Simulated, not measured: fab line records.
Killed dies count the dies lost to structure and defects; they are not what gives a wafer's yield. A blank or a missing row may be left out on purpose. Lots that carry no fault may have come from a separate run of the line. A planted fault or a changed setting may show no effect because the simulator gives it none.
Which tool did it? | flow nandHarc | Sampling: 7 lots, 21 wafers, 5 of 1302 route steps

## WHAT EACH GAUGE READ, for each wafer
NHARC_END_SORT_01.
lot  | measured     | on        | killedAtArray
L678 | day 29 14:22 | prober-02 | 114 112 109

## TOOL THAT RAN EACH LOT (tool first, then ch and the chambers of the sampled wafers, then the start)
lot  | NHARC_A_ONON_D2_DEP_19          | NHARC_THIN_TSV_DEP_43           | NHARC_THIN_TSV_DEP_47           | NHARC_THIN_TSV_PVD_19
L666 | pecvdOnon-02 ch 0, day 14 03:16 | pecvd-03 ch 1,2, day 24 12:32   | pecvd-01 ch 0,1,2, day 24 15:17 | pvdSputter-01, no start
L669 | pecvdOnon-04 ch 0, day 14 23:19 | pecvd-01 ch 0,1,2, day 25 18:17 | pecvd-04 ch 0,1,2, day 25 20:57 | pvdSputter-02, no start
L671 | pecvdOnon-03 ch 0, day 16 10:59 | pecvd-03 ch 0,1, day 27 09:55   | pecvd-01 ch 1,2, day 27 12:43   | pvdSputter-03, no start
L674 | pecvdOnon-02 ch 0, day 17 14:33 | pecvd-01 ch 1,2, day 28 00:04   | pecvd-03 ch 0,1,2, day 28 02:37 | pvdSputter-03, no start
L678 | pecvdOnon-02 ch 0, day 18 17:47 | pecvd-04 ch 0,1,2, day 28 21:45 | pecvd-01 ch 1,2, day 29 00:26   | pvdSputter-03, day 29 14:22 or earlier
L683 | pecvdOnon-04 ch 0, day 20 16:28 | pecvd-04 ch 0,1,2, day 32 01:43 | pecvd-04 ch 1,2, day 32 04:25   | pvdSputter-02, no start
L686 | pecvdOnon-03 ch 0, day 22 17:05 | pecvd-03 ch 0,1,2, day 32 23:43 | pecvd-04 ch 0,1,2, day 33 02:12 | pvdSputter-02, no start
- NHARC_A_ONON_D2_DEP_19: target thk 1000 nm.
- NHARC_THIN_TSV_DEP_43: deposits SiO2, target thk 1328.5 nm.
- NHARC_THIN_TSV_DEP_47: deposits SiO2, target thk 200 nm.
- NHARC_THIN_TSV_PVD_19: deposits TaN, target thk 20 nm.

## THE ANSWER, worked out from the rows above alone
Rule: usual is defined by the lots themselves. The widest of any qualifying gaps counts: lots, ordered by their means at a reading, are off when they make up no more than a third of the lots, leave a main group of 4 or more, and stand apart from it by 3 or more times the standard deviation of that group's means. If all means in a main group match to the digits the tables above print for the reading, that group is not used. Also off: a lot with no number at a reading for which 4 or more lots have one. Any other lot the step has rows for is counted as sound.
Across all readings shown, no lot is off: no conclusion can be drawn from this.

## WHAT THE SIMULATOR PUT IN
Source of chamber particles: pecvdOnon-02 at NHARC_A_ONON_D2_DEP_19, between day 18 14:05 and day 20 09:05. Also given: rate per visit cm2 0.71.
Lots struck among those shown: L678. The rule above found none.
